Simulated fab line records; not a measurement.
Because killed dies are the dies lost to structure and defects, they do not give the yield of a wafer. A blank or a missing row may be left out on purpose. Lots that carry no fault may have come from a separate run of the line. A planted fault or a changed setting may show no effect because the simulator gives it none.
Matching of chambers	flow nand_harc	rie_diel-05 running NHARC_A_CONTACT_ETCH_75: 4 sister chambers
The step etches the open film in CF4, target depth 39 nm, time 65 s. 14 wafers are shown with their chamber, then 7 later ones without.

WAFERS WITH THEIR CHAMBER
wafer	chamber	showerhead_plenum_p_Torr (Torr)	throttle_valve_pct (%)	rf_vpp_V (V)
L074.2	0	1.87	13.280	152.8
L074.3	3	1.82	13.272	152.1
L074.5	1	1.77	13.287	151.5
L075.2	0	1.87	13.282	153.7
L075.3	1	1.77	13.277	152.2
L075.4	3	1.82	13.299	151.9
L076.4	1	1.77	13.287	151.7
L076.5	0	1.87	13.275	151.9
L076.6	1	1.77	13.278	151.7
L080.2	0	1.86	13.267	152.6
L080.3	2	1.88	13.290	151.5
L080.4	3	1.82	13.265	152.0
L088.2	3	1.82	13.284	152.2
L088.3	2	1.88	13.290	155.1

SIGNATURES, as means of the wafers listed above
reading	chamber 0	chamber 1	chamber 2	chamber 3	scatter within a chamber
showerhead_plenum_p_Torr	1.8675	1.7700	1.8800	1.8200	0.00274
throttle_valve_pct	13.27600	13.28225	13.29000	13.28000	0.00944
rf_vpp_V	152.750	151.775	153.300	152.050	0.919
Rule: for each reading, subtract the chamber's mean from the wafer's reading, divide by that reading's scatter and square the result; add these up over the readings and take the root, which gives the wafer's distance from the chamber. If the next closest chamber is less than 2 further off than the closest, the wafer can't be placed; otherwise it belongs to the closest. The scatter is the square root of a quotient: the sum, over the shown wafers, of each reading's squared deviation from its chamber's mean, divided by wafers minus chambers.

WAFERS MISSING THEIR CHAMBER
wafer	showerhead_plenum_p_Torr (Torr)	throttle_valve_pct (%)	rf_vpp_V (V)
L088.4	1.76	13.269	152.1
L092.1	1.87	13.299	152.9
L092.2	1.81	13.276	151.0
L092.5	1.87	13.298	153.0
L095.1	1.87	13.297	151.9
L095.2	1.76	13.283	152.7
L095.4	1.86	13.284	152.1

EACH ONE'S CHAMBER
wafer	from the rows above	in truth
L088.4	1	1
L092.1	can't be placed: 0 or 2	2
L092.2	3	3
L092.5	can't be placed: 0 or 2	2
L095.1	can't be placed: 0 or 2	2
L095.2	1	1
L095.4	0	0
4 of 7 placed correctly. Cannot be placed on the basis of these rows: 3; the candidates contain the true chamber in 3. Placed wrongly: 0.
